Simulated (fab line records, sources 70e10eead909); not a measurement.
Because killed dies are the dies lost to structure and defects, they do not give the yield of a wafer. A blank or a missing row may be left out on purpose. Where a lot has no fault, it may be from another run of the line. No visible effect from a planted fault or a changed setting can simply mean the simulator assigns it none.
Which of the tools did it? -- flow nandHarc -- 12 lots with 36 wafers sampled at 6 steps, on a route of 1159 steps

## WHAT THE GAUGES SHOWED, per wafer
NHARC_P_M1_OVL_MEAS_10: pitch 260 nm. Usual: overlayXNm 0.2 nm, standard deviation 0.84; overlayYNm 0.2 nm, standard deviation 0.87.
lot,measured,on,overlayXNm (nm),overlayYNm (nm),flag
L104,day 6 09:50,overlay-02,1.5 1.0 1.3,0.6 0.5 0.5,
L105,day 6 10:49,overlay-02,-0.2 -0.4 -0.7,1.4 1.7 1.4,
L111,day 8 05:34,overlay-01,0.7 0.7 0.7,0.8 1.2 0.8,
L114,day 9 02:41,overlay-01,-0.8 -1.2 -0.8,-1.6 -1.6 -1.5,
L115,day 9 12:39,overlay-01,-0.4 -0.7 -0.2,1.0 1.5 0.9,
L116,day 9 12:58,overlay-01,1.3 1.1 0.5,0.4 0.6 0.1,
L122,day 10 14:05,overlay-02,0.5 0.4 0.5,0.6 0.5 0.1,
L123,day 10 14:45,overlay-02,0.9 1.0 1.1,0.1 -0.2 -0.1,
L120,day 10 15:40,overlay-02,0.8 0.9 0.8,-0.4 0.1 0.3,
L125,day 11 09:08,overlay-02,-0.2 0.1 0.2,0.0 -0.5 -0.7,
L124,day 11 09:50,overlay-01,0.7 1.3 0.9,-0.5 -0.3 -0.3,
L126,day 11 13:59,overlay-02,0.8 0.3 0.2,-0.4 -0.6 -0.9,

NHARC_P_M1_THK_MEAS_24: measures by xrf. Usual: thkNm reads 157.7 nm (standard deviation 1.4).
lot,measured,on,thkNm (nm),flag
L104,day 6 12:21,filmMetro-02,155.3 157.8 158.8,
L105,day 6 13:22,filmMetro-01,157.3 157.9 157.7,
L111,day 8 08:09,filmMetro-01,158.1 157.6 155.8,
L114,day 9 05:14,filmMetro-01,156.6 157.3 158.9,
L115,day 9 15:10,filmMetro-02,406.5 404.5 410.3,OFF
L116,day 9 15:47,filmMetro-01,408.8 405.1 404.1,OFF
L122,day 10 16:48,filmMetro-01,158.7 156.1 158.1,
L123,day 10 17:21,filmMetro-02,158.3 155.4 158.9,
L120,day 10 18:14,filmMetro-01,155.2 156.2 159.8,
L125,day 11 11:39,filmMetro-01,160.0 158.7 160.5,
L124,day 11 12:20,filmMetro-02,157.8 158.8 157.0,
L126,day 11 16:34,filmMetro-01,155.9 160.0 157.8,

NHARC_END_SORT_01. Usual: defectLimitedYield 95.1 %, standard deviation 1.6; killedAtArray 29, standard deviation 11; killedAtOther 0.6, standard deviation 0.92; killedAtPeriphery 3.2, standard deviation 2; killedDies 33, standard deviation 11; killedOpen 3.2, standard deviation 2; killedShort 1.9, standard deviation 1.5; sort_bin_2_pct 1.6 %, standard deviation 0.67; sort_bin_3_pct 0.26 %, standard deviation 0.22; sort_bin_4_pct 3.1 %, standard deviation 1.1; sortNPass 644, standard deviation 11; sortRimYieldPct 96.3 %, standard deviation 2.5; sortYieldPct 95.1 %, standard deviation 1.6.
lot,measured,on,defectLimitedYield (%),killedAtArray,killedAtOther,killedAtPeriphery,killedDies,killedOpen,killedShort,sort_bin_2_pct (%),sort_bin_3_pct (%),sort_bin_4_pct (%),sortNPass,sortRimYieldPct (%),sortYieldPct (%),flag
L111,day 21 14:29,prober-01,92.3 90.5 93.2,46 58 43,1 2 0,5 4 3,52 64 46,4 10 5,4 3 1,2.8 2.8 2.2,0.44 0.30 0.44,4.4 6.4 4.1,625 613 631,94.3 98.1 99.1,92.3 90.5 93.2,
L114,day 21 20:42,prober-01,95.1 95.1 93.8,28 27 36,2 0 0,3 6 6,33 33 42,3 5 5,0 3 1,1.2 1.9 1.2,0 0.30 0.30,3.7 2.7 4.7,644 644 635,98.1 94.3 97.2,95.1 95.1 93.8,
L115,day 22 06:48,prober-02,0 0 0,26 25 28,0 0 0,651 652 649,677 677 677,6 1 1,1 3 1,96.8 96.9 96.6,0.15 0.15 0.44,3.1 3.0 3.0,0 0 0,0 0 0,0 0 0,OFF
L116,day 22 07:37,prober-01,0 0 0,45 45 35,0 0 0,632 632 642,677 677 677,4 2 7,1 3 1,95.1 95.9 96.0,0.30 0.30 0.30,4.6 3.8 3.7,0 0 0,0 0 0,0 0 0,OFF
L120,day 23 20:26,prober-01,93.8 94.5 94.4,39 34 35,0 0 0,3 3 3,42 37 38,4 7 1,5 1 3,1.3 1.0 1.5,0.15 0.15 0.30,4.7 4.3 3.8,635 640 639,96.2 98.1 97.2,93.8 94.5 94.4,

## TOOL THAT RAN EACH LOT (tool first, then ch and the chambers of the sampled wafers, then the start)
lot,NHARC_P_M1_DEGAS_29,NHARC_P_M1_CMP_23,NHARC_P_M1_DEP_33
L104,"pvdSputter-01, day 6 10:57","cmp-04 ch 1,2, day 6 12:02","pecvd-04 ch 0,2, day 6 12:47"
L105,"pvdSputter-02, day 6 11:56","cmp-01 ch 1,2,3, day 6 13:04","pecvd-04 ch 1,2, day 6 13:41"
L111,"pvdSputter-02, day 8 06:45","cmp-04 ch 0,3, day 8 07:52","pecvd-04 ch 1,2, day 8 08:31"
L114,"pvdSputter-01, day 9 03:48","cmp-04 ch 0,1, day 9 04:55","pecvd-03 ch 1,2, day 9 05:39"
L115,"pvdSputter-01, day 9 13:47","cmp-01 ch 0,2, day 9 14:53","pecvd-02 ch 0,1,2, day 9 15:29"
L116,"pvdSputter-01, day 9 14:05","cmp-01 ch 0,1,3, day 9 15:31","pecvd-03 ch 0,1,2, day 9 16:05"
L122,"pvdSputter-02, day 10 15:17","cmp-04 ch 1,2, day 10 16:29","pecvd-02 ch 0,2, day 10 17:07"
L123,"pvdSputter-02, day 10 15:58","cmp-04 ch 0,1,3, day 10 17:04","pecvd-02 ch 0,1,2, day 10 17:40"
L120,"pvdSputter-03, day 10 16:50","cmp-04 ch 0,3, day 10 17:55","pecvd-02 ch 0,1,2, day 10 18:40"
L125,"pvdSputter-01, day 11 10:15","cmp-02 ch 0,1,2, day 11 11:22","pecvd-03 ch 0,1, day 11 12:02"
L124,"pvdSputter-02, day 11 10:57","cmp-01 ch 0,1,3, day 11 12:03","pecvd-02 ch 0,1,2, day 11 12:40"
L126,"pvdSputter-02, day 11 15:10","cmp-04 ch 0,1, day 11 16:16","pecvd-02 ch 0,1,2, day 11 16:53"
- NHARC_P_M1_DEGAS_29: time 60 s.
- NHARC_P_M1_CMP_23: polishes, t overpolish 20 s, target thk 157.82 nm.
- NHARC_P_M1_DEP_33: deposits SiCN, target thk 30 nm.

## WHAT THE TOOLS THEMSELVES READ (means of the sampled wafers that have a number; where no wafer has one, the mark that the record gives instead)
NHARC_P_M1_DEGAS_29. Usual: heaterPowerW 330 W, standard deviation 39; susceptorTempC 250.01 C, standard deviation 0.18.
lot,tool,heaterPowerW (W),susceptorTempC (C),flag
L104,pvdSputter-01,305,250.04,
L105,pvdSputter-02,327,250.04,
L111,pvdSputter-02,334,250.17,
L114,pvdSputter-01,297,250.16,
L115,pvdSputter-01,309,250.03,
L116,pvdSputter-01,312,249.73,
L122,pvdSputter-02,318,250.07,
L123,pvdSputter-02,303,250.03,
L120,pvdSputter-03,413,250.02,
L125,pvdSputter-01,310,249.88,
L124,pvdSputter-02,320,-,OFF
L126,pvdSputter-02,312,250.04,

NHARC_P_M1_CMP_23. Usual: edgeZonePressureFrac 1.000, standard deviation 0.0048; motorCurrentA 12.2 A, standard deviation 1.2; padLifeWafers 262, standard deviation 140; timeToEndpointS 28.4 s, standard deviation 2.4.
lot,tool,edgeZonePressureFrac,motorCurrentA (A),padLifeWafers,timeToEndpointS (s),flag
L104,cmp-04,0.999,12.9,116,28.1,
L105,cmp-01,0.999,11.8,308,29.3,
L111,cmp-04,1.002,11.2,344,28.3,
L114,cmp-04,0.999,12.4,428,24.6,
L115,cmp-01,-,-,-,-,OFF
L116,cmp-01,-,-,-,-,OFF
L122,cmp-04,1.003,12.6,114,27.4,
L123,cmp-04,0.997,11.7,122,29.0,
L120,cmp-04,1.001,11.3,132,28.7,
L125,cmp-02,1.001,12.2,134,32.4,
L124,cmp-01,1.001,12.0,422,24.8,
L126,cmp-04,1.004,11.6,266,27.4,

NHARC_P_M1_DEP_33. Usual: heaterPowerW 620 W, standard deviation 73; susceptorTempC 370.00 C, standard deviation 0.22.
lot,tool,heaterPowerW (W),susceptorTempC (C),flag
L104,pecvd-04,602,370.00,
L105,pecvd-04,664,370.19,
L111,pecvd-04,577,370.37,
L114,pecvd-03,697,369.71,
L115,pecvd-02,682,369.77,
L116,pecvd-03,615,370.03,
L122,pecvd-02,641,370.20,
L123,pecvd-02,676,370.06,
L120,pecvd-02,628,370.08,
L125,pecvd-03,537,369.94,
L124,pecvd-02,619,369.79,
L126,pecvd-02,687,370.06,

## THE ANSWER, worked out from the rows above alone
Rule: a lot counts as off when the mean over its wafers that have a number is more than 3 standard deviations away from the usual mean. Also off: a lot with no number at a reading for which 4 or more lots have one. All remaining lots with rows at the step are treated as sound. The gauges are gone through in route order, then the tools' own readings, and for those a lot's mean is taken as printed above. At the first step where some lot is off, the reading lying furthest off is the one used; lots without a number count as furthest.
Off, at NHARC_P_M1_THK_MEAS_24 on thkNm: L115, L116.
If a tool, at a process step before that reading, ran all the lots that are off and no sound lot after the first of them, it fits. Not tried: the gauges at NHARC_P_M1_THK_MEAS_24; whatever is off there is also off at NHARC_END_SORT_01, on other tools, and gauge error can't account for it. Of those tried, none fits.

## WHAT THE SIMULATOR HAD INSERTED
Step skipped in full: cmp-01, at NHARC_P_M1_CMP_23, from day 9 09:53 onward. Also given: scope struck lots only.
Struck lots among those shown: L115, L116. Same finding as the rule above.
